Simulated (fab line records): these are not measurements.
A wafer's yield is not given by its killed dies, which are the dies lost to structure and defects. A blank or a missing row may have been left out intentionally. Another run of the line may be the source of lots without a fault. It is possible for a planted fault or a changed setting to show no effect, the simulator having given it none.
Problem report in the 8D (eight disciplines) form, filled by code    flow n5_finfet    the parts of the form that need people (team, actions taken, sign-off) are left out

## 1. WHAT WENT WRONG
At N5_DUMMY_GATE_ALD_02, susceptor_temp_C averages 296.43 C over 6 wafers from 2 lots, while fault-free wafers read 299.98 C, standard deviation 0.19. That is -19 standard deviations from the usual mean.
The step: deposits SiO2, target thk 2 nm, pulse time 1 s.
Earliest sighting: wafer L716.1 on ald_sin-01 at day 6 08:01. The record has a number at this step for 27 wafers belonging to 9 lots. Rule for "out", or "out of limits": more than 4 standard deviations from the usual mean. Any other wafer with a number is counted as sound.

## 2. WHAT IT IS, AND WHAT IT ISN'T
question                     is                      is not
which readings at this step  susceptor_temp_C        heater_power_w
which lots                   L716, L719              L707, L709, L710, L714, L715, L721, L723
which wafers of those lots   all that have a number  -
read on which tools          ald_sin-01              ald_sin-03, ald_sin-04
when                         from day 6 08:01        up to then (15 sound wafers); but 6 sound wafers of L721, L723 came after

## 3. SUSPECTS, AND WHAT RULES EACH OUT
Counting: a tool at a process step up to the reading stays a suspect if it ran every lot that is out and no sound lot after the first of them.
- rie_diel-06 at N5_FIN_CUT_STRIP_22 (strips in N2/H2): kept. It ran every lot that is out, first L716 (day 5 22:52), and no sound lot after that; its last sound lot up to then is L710 (day 4 10:34).
- ald_sin-01 at N5_DUMMY_GATE_ALD_02 (deposits SiO2, target thk 2 nm, pulse time 1 s): kept. It ran every lot that is out, first L716 (day 6 08:01), and no sound lot after that; its last sound lot up to then is L714 (day 5 18:41). Its own susceptor_temp_C readings are out on those wafers.
Left after counting: rie_diel-06 at N5_FIN_CUT_STRIP_22, ald_sin-01 at N5_DUMMY_GATE_ALD_02.

## 4. THE CAUSE (what the simulator had put in)
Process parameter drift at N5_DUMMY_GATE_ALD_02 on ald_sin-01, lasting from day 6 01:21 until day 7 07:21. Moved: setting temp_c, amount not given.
Counting left 2 suspects, and this tool is among them.

## 5. THE EFFECT CHAIN, in route order
Each row: a reading whose mean over the struck wafers that have a number lies more than 3 standard deviations from the usual. Only readings for which the record gives a usual standard deviation are gone through. hours: the time from each lot's start at the first step in this table that gives one to its start at this step, as a median over the lots. sigmas: the change in usual standard deviations.
hours  step                  reading           usual     on struck wafers  change  sigmas
0      N5_DUMMY_GATE_ALD_02  susceptor_temp_C  299.98 C  296.43            -3.55   -19
Process steps it contains:
- N5_DUMMY_GATE_ALD_02: deposits SiO2, target thk 2 nm, pulse time 1 s.
Later measuring or inspecting steps at which every struck wafer that the step has a row for has a number for every such reading, and none has moved that far: N5_BEOL_M4_RC_MEAS_101.

## 6. WHAT WOULD HAVE CAUGHT IT SOONER
In this record no reading fell out of limits until day 6 08:01, 7 hours after the fault had begun at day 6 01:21.
